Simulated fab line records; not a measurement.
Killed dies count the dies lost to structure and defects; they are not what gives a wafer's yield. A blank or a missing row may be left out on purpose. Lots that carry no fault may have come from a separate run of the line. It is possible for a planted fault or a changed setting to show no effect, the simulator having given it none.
Struck lot and sound lot, side by side | flow nand harc | 12 steps out of a route of 1159
Sound: the wafers L960.2, L960.4, L960.5. Struck: wafers L958.2, L958.3, L958.5. Last of all comes the cause.
Order at every step that has rows: each side's tool, ch and its chambers, its first start. Under that, the readings that differ: sound wafers | struck wafers | difference of the means | sigmas: that difference in standard deviations of wafers without a fault.
alike: same words and numbers on both sides, and readings whose means sit less than 2 such deviations apart. not compared: any withheld reading, any reading some wafer has no value for, any bound like >300 that may hide the same value, and any number with overlapping values for which the record gives no deviation.
Wherever a step has rows on one side only, a row that says differs or no value, or a row with sigmas, the two part there. Numbers that have no deviation but don't overlap get no sigmas and don't part them. Lack of a reading on every wafer of one side parts them only where that side has two or more wafers.

first, 2 steps without rows for these wafers: NHARC_A_STAIRCASE_SRD_154; NHARC_A_STAIRCASE_ETCH_403 (etches SiO2 in dHF, target depth 108.2 nm).
NHARC_A_STAIRCASE_ETCHBACK_422: etches the open film in CH3F/O2, target depth 40 nm, time 74.286 s.
  sound on rie diel-03 ch 2,3, day 18 13:38; struck on rie diel-03 ch 0,3, day 18 13:28
  alike: drypump motor current A, o2 flow sccm, oes product au, rf vpp V, showerhead plenum p Torr, throttle valve pct
  not compared: rf hours counter h
then, 1 step without rows for these wafers: NHARC_A_STAIRCASE_ETCH_423 (etches SiO2 in dHF, target depth 30 nm).
NHARC_A_STAIRCASE_ETCHBACK_157: etches the open film in CH3F/O2, target depth 90 nm, time 167.14 s.
  sound on rie diel-03 ch 0,3, day 18 13:59; struck on rie diel-03 ch 0,1, day 18 13:48
  alike: drypump motor current A, o2 flow sccm, oes product au, rf vpp V, showerhead plenum p Torr, throttle valve pct
  not compared: rf hours counter h
NHARC_A_STAIRCASE_STRIP_475: strips in O2, time 20 s.
  sound: rie diel-03 ch 2,3; struck: rie diel-03 ch 1,3
  alike: drypump motor current A, o2 flow sccm, oes product au, rf vpp V, showerhead plenum p Torr, throttle valve pct
  not compared: rf hours counter h
NHARC_A_STAIRCASE_DEP_471: deposits SiO2, target thk 100 nm.
  sound on pecvd-02 ch 1,2, day 18 14:19; struck on pecvd-03 ch 0,1,2, day 18 14:13
  alike: chamber pressure Torr, heater power outer w, heater power w, throttle valve pct
NHARC_A_STAIRCASE_CMP_472: polishes SiO2.
  sound on cmp-03 ch 1,2, day 18 14:34; struck on cmp-02 ch 0,2,3, day 18 14:31
  alike: motor current A
next, for these wafers, 1 step has no rows: NHARC_A_STAIRCASE_SRD_474.
NHARC_A_STAIRCASE_INSPECT_155:
  sound on defect inspect-02, day 18 14:55; struck on defect inspect-01, day 18 14:49
  alike: raw defect count
NHARC_A_SGD_CUT_DEP_00: deposits SiNx, target thk 50 nm.
  sound on pecvd-03 ch 0,1, day 18 15:02; struck on pecvd-04 ch 0,1,2, day 18 14:53
  no value came back on the struck wafers for heater power outer w (W), heater power w (W); on the sound wafers heater power outer w (W) reads 343 347 532
then, 1 step without rows for these wafers: NHARC_A_SGD_CUT_DEHYDRATE_01 (time 120 s).

WHERE THEY PART
Only at NHARC_A_SGD_CUT_DEP_00, within this record.

WHY: whatever the simulator had introduced
Entire step skipped (pecvd-04, NHARC_A_SGD_CUT_DEP_00), from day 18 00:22 onward. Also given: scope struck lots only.
